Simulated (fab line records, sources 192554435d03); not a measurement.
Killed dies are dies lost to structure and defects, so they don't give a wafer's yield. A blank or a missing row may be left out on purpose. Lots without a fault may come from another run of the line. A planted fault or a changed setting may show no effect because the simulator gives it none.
Chamber matching | flow n5_finfet | N5_MOL_CONTACT_COAG_ETCH_106 on rie_diel-04: 4 sister chambers
The step etches SOC in N2/H2, target depth 80 nm, overetch 16 nm, time 120 s. 14 wafers are shown with their chamber, then 7 later ones without.

WAFERS WITH THEIR CHAMBER
wafer  | chamber | showerhead_plenum_p_Torr (Torr) | throttle_valve_pct (%) | drypump_motor_current_A (A)
L074.1 | 3       | 2.46                            | 18.02                  | 5.1
L074.2 | 1       | 2.49                            | 17.67                  | 5.8
L074.4 | 0       | 2.73                            | 17.84                  | 5.5
L075.3 | 3       | 2.46                            | 18.06                  | 5.0
L075.4 | 0       | 2.72                            | 17.86                  | 5.5
L075.6 | 0       | 2.72                            | 17.84                  | 5.5
L080.1 | 0       | 2.72                            | 17.85                  | 5.5
L080.2 | 2       | 2.67                            | 17.45                  | 5.1
L080.4 | 1       | 2.48                            | 17.70                  | 5.8
L083.1 | 1       | 2.48                            | 17.69                  | 5.8
L083.2 | 0       | 2.72                            | 17.87                  | 5.6
L083.5 | 2       | 2.67                            | 17.47                  | 5.1
L086.1 | 1       | 2.48                            | 17.72                  | 5.9
L086.4 | 3       | 2.45                            | 18.08                  | 5.0

SIGNATURES (means of the wafers above)
reading                  | chamber 0 | chamber 1 | chamber 2 | chamber 3 | scatter within a chamber
showerhead_plenum_p_Torr | 2.7220    | 2.4825    | 2.6700    | 2.4567    | 0.00471
throttle_valve_pct       | 17.8520   | 17.6950   | 17.4600   | 18.0533   | 0.0201
drypump_motor_current_A  | 5.520     | 5.825     | 5.100     | 5.033     | 0.0471
Rule: a wafer's distance from a chamber is the root of the sum, over the readings, of the square of ((its reading less the chamber's mean) divided by the reading's scatter). The wafer belongs to the nearest chamber; if the next one is less than 2 further off, it can't be placed. The scatter: the root of (the sum of the squares of (reading less its chamber's mean) over the shown wafers, divided by (wafers less chambers)).

WAFERS WITHOUT THEIR CHAMBER
wafer  | showerhead_plenum_p_Torr (Torr) | throttle_valve_pct (%) | drypump_motor_current_A (A)
L086.5 | 2.45                            | 18.08                  | 5.1
L087.1 | 2.45                            | 18.08                  | 5.0
L087.4 | 2.48                            | 17.72                  | 5.9
L087.5 | 2.48                            | 17.70                  | 5.9
L088.1 | 2.66                            | 17.48                  | 5.1
L088.3 | 2.48                            | 17.73                  | 5.8
L088.6 | 2.48                            | 17.71                  | 5.9

WHICH CHAMBER EACH WENT THROUGH
wafer  | from the rows above | in truth
L086.5 | 3                   | 3
L087.1 | 3                   | 3
L087.4 | 1                   | 1
L087.5 | 1                   | 1
L088.1 | 2                   | 2
L088.3 | 1                   | 1
L088.6 | 1                   | 1
Placed correctly: 7 of 7. Can't be placed from these rows: 0. Placed wrongly: 0.
